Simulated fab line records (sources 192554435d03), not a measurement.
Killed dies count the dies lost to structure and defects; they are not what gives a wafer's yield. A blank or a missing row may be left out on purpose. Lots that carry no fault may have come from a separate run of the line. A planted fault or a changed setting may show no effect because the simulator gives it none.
Split-lot trial    flow n5-finfet    7 lots, 39 wafers read, on a route of 1938 steps

== THE SPLIT ==
At N5_WELL_APT_IMPLANT_14, the setting energy-kev was moved away from the recipe's 160 on 9 of the 39 wafers read, by -3.2% to +10.3%. This setting was run at the recipe's value on the other wafers.

Reading taken at the split's own step.

== THE READING ==
implant.drp-nm (the simulator's own value, which no gauge read), in nm, at N5_WELL_APT_IMPLANT_14. There is no usual value for it anywhere in the file.

wafer   tool, chamber at the split  energy-kev as run  against the recipe  implant.drp-nm, nm  against lot-mates on the recipe
L074.1  implanter-02, 0             176.4              +10.3%              70.84               +4.94
L074.4  implanter-02, 0             176.4              +10.3%              70.84               +4.94
L074.5  implanter-02, 0             176.4              +10.3%              70.84               +4.94
L074.2  implanter-02, 0             160                recipe              65.9                -
L074.3  implanter-02, 0             160                recipe              65.9                -
L074.6  implanter-02, 0             160                recipe              65.9                -
L078.2  implanter-02, 0             160                recipe              65.9                -
L078.3  implanter-02, 0             160                recipe              65.9                -
L078.6  implanter-02, 0             160                recipe              65.9                -
L080.1  implanter-02, 0             160                recipe              65.9                -
L080.2  implanter-02, 0             160                recipe              65.9                -
L080.3  implanter-02, 0             160                recipe              65.9                -
L080.4  implanter-02, 0             160                recipe              65.9                -
L080.5  implanter-02, 0             160                recipe              65.9                -
L080.6  implanter-02, 0             160                recipe              65.9                -
L084.1  implanter-02, 0             160                recipe              65.9                -
L084.4  implanter-02, 0             160                recipe              65.9                -
L084.5  implanter-02, 0             160                recipe              65.9                -
L084.2  implanter-02, 0             154.9              -3.2%               64.34               -1.56
L084.3  implanter-02, 0             154.9              -3.2%               64.34               -1.56
L084.6  implanter-02, 0             154.9              -3.2%               64.34               -1.56
L090.1  implanter-01, 0             160                recipe              65.9                -
L090.2  implanter-01, 0             160                recipe              65.9                -
L090.3  implanter-01, 0             160                recipe              65.9                -
L090.4  implanter-01, 0             160                recipe              65.9                -
L090.5  implanter-01, 0             160                recipe              65.9                -
L090.6  implanter-01, 0             160                recipe              65.9                -
L092.1  implanter-02, 0             160                recipe              65.9                -
L092.2  implanter-02, 0             160                recipe              65.9                -
L092.3  implanter-02, 0             160                recipe              65.9                -
L092.4  implanter-02, 0             160                recipe              65.9                -
L092.5  implanter-02, 0             160                recipe              65.9                -
L092.6  implanter-02, 0             160                recipe              65.9                -
L093.1  implanter-02, 0             160                recipe              65.9                -
L093.2  implanter-02, 0             160                recipe              65.9                -
L093.3  implanter-02, 0             160                recipe              65.9                -
L093.4  implanter-02, 0             172.8              +8.0%               69.75               +3.85
L093.5  implanter-02, 0             172.8              +8.0%               69.75               +3.85
L093.6  implanter-02, 0             172.8              +8.0%               69.75               +3.85

THE FIT
A straight line over all 39 wafers: implant.drp-nm changes by +0.482 nm for each +1% of energy-kev; r = +1.00; the points scatter about the line by 0.0064 nm.
The same after taking each lot's own level away (the mean of its wafers on the recipe; 39 wafers): +0.482 nm for each +1%; r = +1.00; scatter 0.0064 nm.
According to that fit, moving energy-kev by its largest amount changes the reading by 4.9 nm.
The lots' own levels span 65.900 to 65.900 nm.
Hence the lot-to-lot level has little effect on the slope; both slopes agree.
Check: +4.94 nm against its lot-mates is what the line predicts for one of the wafers moved furthest among these (+10.3%) when that wafer is left out of the fit. Against them it came out at +4.94 nm.

== THE WHOLE CHAIN: every reading that the file lists as answering this split, in the file's order ==
step                    what it does  reading                                                          change (the file's fit)                r (the file's)
N5_WELL_APT_IMPLANT_14                implant.rp-nm (the simulator's own value, which no gauge read)   +2.06 nm for each +1% of the setting   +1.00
N5_WELL_APT_IMPLANT_14                implant.drp-nm (the simulator's own value, which no gauge read)  +0.482 nm for each +1% of the setting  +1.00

== FILE'S OWN FIT ==
implant.drp-nm changes by +0.482 nm for each +1% of energy-kev, r = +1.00.
